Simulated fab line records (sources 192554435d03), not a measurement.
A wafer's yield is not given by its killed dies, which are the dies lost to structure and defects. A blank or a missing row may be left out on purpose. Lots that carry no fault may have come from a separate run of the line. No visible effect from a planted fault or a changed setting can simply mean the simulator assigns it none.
Split-lot study | flow n5Finfet | route with 1938 steps; 7 lots, 33 wafers read

== ABOUT THE SPLIT ==
At N5_BEOL_M9_HM_DEP_02 (deposits TiN, target thk 20 nm), the setting targetThkA was moved away from the recipe's 200 angstrom on 10 of the 33 wafers read, by -28.0% to +52.1%. The other wafers ran this setting at the recipe's value.

== FROM THE SPLIT TO THE READING: what the file shows between them, 8 steps ==
- N5_BEOL_M9_COAT_59: time 60 s, resist thk 100 nm
- N5_BEOL_M9_COAT_60: time 60 s, resist thk 30 nm
- N5_BEOL_M9_STRIP_68: strips in N2/H2
- N5_BEOL_M9_STRIP_67: strips in CF4
- N5_BEOL_M9_HM_OPEN_17: chemistry Cl2/BCl3, target TiN, target depth 20 nm, overetch 6 nm
- N5_BEOL_M9_STRIP_19: strips in O2
- N5_BEOL_M9_ETCH_41: etches SiCN in CH3F/O2, target depth 36.6 nm, time 70.1 s
- N5_BEOL_M9_STRIP_80: strips in N2/H2, time 10 s

== THE READING ==
trenchDepthNm, in nm, at N5_BEOL_M9_OCD_MEAS_38. On this fab line, fault-free wafers typically give 150 nm with a standard deviation of 3.6 nm.

wafer  | tool, chamber at the split | targetThkA as run, angstrom | against the recipe | trenchDepthNm, nm | against lot-mates on the recipe
L075.1 | pvdSputter-02, -           | 200                         | recipe             | 144               | -
L075.2 | pvdSputter-02, -           | 200                         | recipe             | 149               | -
L075.3 | pvdSputter-02, -           | 200                         | recipe             | 146               | -
L075.4 | pvdSputter-02, -           | 200                         | recipe             | 147               | -
L075.5 | pvdSputter-02, -           | 200                         | recipe             | 147               | -
L075.6 | pvdSputter-02, -           | 200                         | recipe             | 151               | -
L080.1 | pvdSputter-03, -           | 304.2                       | +52.1%             | 11                | -141
L080.2 | pvdSputter-03, -           | 304.2                       | +52.1%             | 25                | -127
L080.3 | pvdSputter-03, -           | 200                         | recipe             | 154               | -
L080.4 | pvdSputter-03, -           | 200                         | recipe             | 151               | -
L080.5 | pvdSputter-03, -           | 304.2                       | +52.1%             | 23                | -129
L080.6 | pvdSputter-03, -           | 200                         | recipe             | 150               | -
L083.1 | pvdSputter-03, -           | 200                         | recipe             | 153               | -
L083.2 | pvdSputter-03, -           | 200                         | recipe             | 153               | -
L083.3 | pvdSputter-03, -           | 200                         | recipe             | 148               | -
L085.1 | pvdSputter-03, -           | 200                         | recipe             | 148               | -
L085.2 | pvdSputter-03, -           | 286.1                       | +43.1%             | 49                | -102
L085.5 | pvdSputter-03, -           | 200                         | recipe             | 154               | -
L087.1 | pvdSputter-01, -           | 277.1                       | +38.6%             | 105               | -42
L087.2 | pvdSputter-01, -           | 277.1                       | +38.6%             | 127               | -20
L087.3 | pvdSputter-01, -           | 200                         | recipe             | 150               | -
L087.4 | pvdSputter-01, -           | 200                         | recipe             | 143               | -
L087.5 | pvdSputter-01, -           | 277.1                       | +38.6%             | 94                | -53
L087.6 | pvdSputter-01, -           | 200                         | recipe             | 147               | -
L089.1 | pvdSputter-02, -           | 144                         | -28.0%             | 144               | -4
L089.2 | pvdSputter-02, -           | 144                         | -28.0%             | 150               | +2
L089.3 | pvdSputter-02, -           | 200                         | recipe             | 147               | -
L089.4 | pvdSputter-02, -           | 200                         | recipe             | 149               | -
L089.5 | pvdSputter-02, -           | 144                         | -28.0%             | 150               | +2
L089.6 | pvdSputter-02, -           | 200                         | recipe             | 149               | -
L096.1 | pvdSputter-03, -           | 200                         | recipe             | 157               | -
L096.3 | pvdSputter-03, -           | 200                         | recipe             | 153               | -
L096.6 | pvdSputter-03, -           | 200                         | recipe             | 156               | -

THE FIT
A straight line over all 33 wafers: trenchDepthNm changes by -1.64 nm for each +1% of targetThkA; r = -0.86; the points scatter about the line by 22 nm.
The same after taking each lot's own level away (the mean of its wafers on the recipe; 33 wafers): -1.65 nm for each +1%; r = -0.86; scatter 22 nm.
Per that fit: largest targetThkA move, reading shift of 86 nm.
The span of the lots' own levels, 146.7 to 155.3 nm, comes to 2.4 times the standard deviation stated above.
The two slopes are in agreement: the lot-to-lot level therefore moves the slope only a little.
Check: -83.7 nm against its lot-mates is what the line predicts for one of the wafers moved furthest among these (+52.1%) when that wafer is left out of the fit. It came out at -141 nm against them.

== FURTHER SPLITS ON THESE WAFERS ==
These wafers also went through other splits before the reading. Each is held against what the fit with the lots' levels taken away leaves over:
other split on the same wafers   | wafers away from the commonest value | r with trenchDepthNm (lot level and that fit taken away)
N5_BEOL_M2_ILD_DEP_00 targetThkA | 13                                   | -0.13
N5_BEOL_M5_ILD_DEP_00 targetThkA | 7                                    | +0.00
N5_BEOL_M7_ILD_DEP_00 targetThkA | 15                                   | -0.26

== THE WHOLE CHAIN: every reading that the file lists as answering this split, in the file's order ==
step                   | what it does                                                      | reading                                                                         | change (the file's fit)               | r (the file's)
N5_BEOL_M9_HM_DEP_02   | deposits TiN, target thk 20 nm                                    | TiN_of_BEOL_M9_HM_DEP_02.thkNm (the simulator's own value, which no gauge read) | +0.199 nm for each +1% of the setting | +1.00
N5_BEOL_M9_HM_OPEN_17  | chemistry Cl2/BCl3, target TiN, target depth 20 nm, overetch 6 nm | etch.depthNm (the simulator's own value, which no gauge read)                   | +0.145 nm for each +1% of the setting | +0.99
N5_BEOL_M9_OCD_MEAS_38 |                                                                   | trenchDepthNm                                                                   | -1.77 nm for each +1% of the setting  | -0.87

== THE FILE'S OWN FIT ==
trenchDepthNm changes by -1.77 nm for each +1% of targetThkA, r = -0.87.
